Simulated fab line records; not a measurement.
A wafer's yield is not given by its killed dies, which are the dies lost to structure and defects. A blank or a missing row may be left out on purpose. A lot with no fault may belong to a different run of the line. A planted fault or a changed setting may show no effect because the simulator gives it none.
Chamber matching | flow nand-harc | NHARC_P_M1_CMP_23 on cmp-03: 4 sister chambers
The step polishes, t overpolish 20 s, target thk 157.82 nm. 8 wafers are shown with their chamber, then 7 later ones without.

EACH WAFER AND ITS CHAMBER
wafer  | chamber | motor-current-A (A) | time-to-endpoint-s (s)
L074.2 | 2       | 11.7                | 30.0
L087.2 | 1       | 11.3                | 28.5
L087.3 | 0       | 10.9                | 29.0
L088.1 | 3       | 12.2                | 25.2
L088.3 | 0       | 10.6                | 33.1
L088.4 | 2       | 11.7                | 27.8
L089.2 | 1       | 10.7                | 22.9
L089.4 | 3       | 12.7                | 27.5

WAFERS WITHOUT THEIR CHAMBER
wafer  | motor-current-A (A) | time-to-endpoint-s (s)
L091.1 | 11.4                | 27.2
L091.3 | 12.1                | 25.5
L092.2 | 10.1                | 29.8
L092.4 | 11.7                | 27.7
L094.1 | 12.7                | 25.8
L094.3 | 11.2                | 26.4
L096.1 | 10.7                | 29.2

EACH ONE'S CHAMBER
wafer  | from the rows above          | in truth
L091.1 | can't be placed: 2 or 1 or 0 | 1
L091.3 | can't be placed: 3 or 2      | 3
L092.2 | can't be placed: 0 or 1      | 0
L092.4 | 2                            | 2
L094.1 | 3                            | 3
L094.3 | can't be placed: 1 or 2 or 0 | 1
L096.1 | can't be placed: 0 or 1      | 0
2 of 7 placed correctly. Unplaceable from these rows: 5, with the true chamber sitting among the candidates in 5. Wrongly placed: 0.
How it was worked out, from the rows above alone: a wafer's distance from a chamber is the root of the sum, over the readings, of the square of ((its reading less the chamber's mean) divided by the reading's scatter). The wafer belongs to the nearest chamber; if the next one is less than 2 further off, it can't be placed. The mean given for a chamber averages the wafers shown for that chamber. The scatter: take each reading less its chamber's mean, square it, sum over the shown wafers, divide by the number of wafers less the number of chambers, and take the root.
